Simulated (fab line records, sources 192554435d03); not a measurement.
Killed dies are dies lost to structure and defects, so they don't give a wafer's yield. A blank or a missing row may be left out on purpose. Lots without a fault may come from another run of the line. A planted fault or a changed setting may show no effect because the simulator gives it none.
Chamber matching | flow n5_finfet | N5_BEOL_M4_CO_CAP_55 on cvd_co-01: 3 sister chambers
The step material Co, precursor CCTBA/H2, target thk 2 nm, time 102.1 s. 6 wafers are shown with their chamber, then 12 later ones without.

WAFERS WITH THEIR CHAMBER
wafer  | chamber | heater_power_w (W) | susceptor_temp_C (C)
L081.3 | 1       | 229                | 199.78
L083.2 | 1       | 227                | 199.95
L084.4 | 0       | 199                | 199.83
L095.2 | 2       | 217                | 200.13
L095.5 | 0       | 203                | 199.89
L095.6 | 2       | 210                | 200.16

WAFERS WITHOUT THEIR CHAMBER
wafer  | heater_power_w (W) | susceptor_temp_C (C)
L085.2 | 214                | 199.83
L085.4 | 211                | 199.96
L085.6 | 225                | 200.11
L091.1 | 209                | 199.81
L091.2 | 235                | 200.18
L091.3 | 209                | 200.01
L093.2 | 215                | 199.95
L093.3 | 225                | 200.26
L093.6 | 227                | 200.19
L097.1 | 202                | 199.98
L097.3 | 215                | 199.81
L097.6 | 200                | 199.91

WHICH CHAMBER EACH WENT THROUGH
wafer  | from the rows above          | in truth
L085.2 | can't be placed: 0 or 1 or 2 | 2
L085.4 | can't be placed: 2 or 0      | 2
L085.6 | can't be placed: 1 or 2      | 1
L091.1 | 0                            | 0
L091.2 | can't be placed: 1 or 2      | 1
L091.3 | can't be placed: 2 or 0      | 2
L093.2 | can't be placed: 2 or 1 or 0 | 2
L093.3 | can't be placed: 2 or 1      | 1
L093.6 | can't be placed: 2 or 1      | 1
L097.1 | 0                            | 0
L097.3 | can't be placed: 1 or 0 or 2 | 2
L097.6 | 0                            | 0
Placed correctly: 3 of 12. Can't be placed from these rows: 9 (the true chamber is among the candidates in 9). Placed wrongly: 0.
How it was worked out, from the rows above alone: a wafer's distance from a chamber is the root of the sum, over the readings, of the square of ((its reading less the chamber's mean) divided by the reading's scatter). The wafer belongs to the nearest chamber; if the next one is less than 2 further off, it can't be placed. A chamber's mean is the mean of its shown wafers. The scatter: the root of (the sum of the squares of (reading less its chamber's mean) over the shown wafers, divided by (wafers less chambers)).
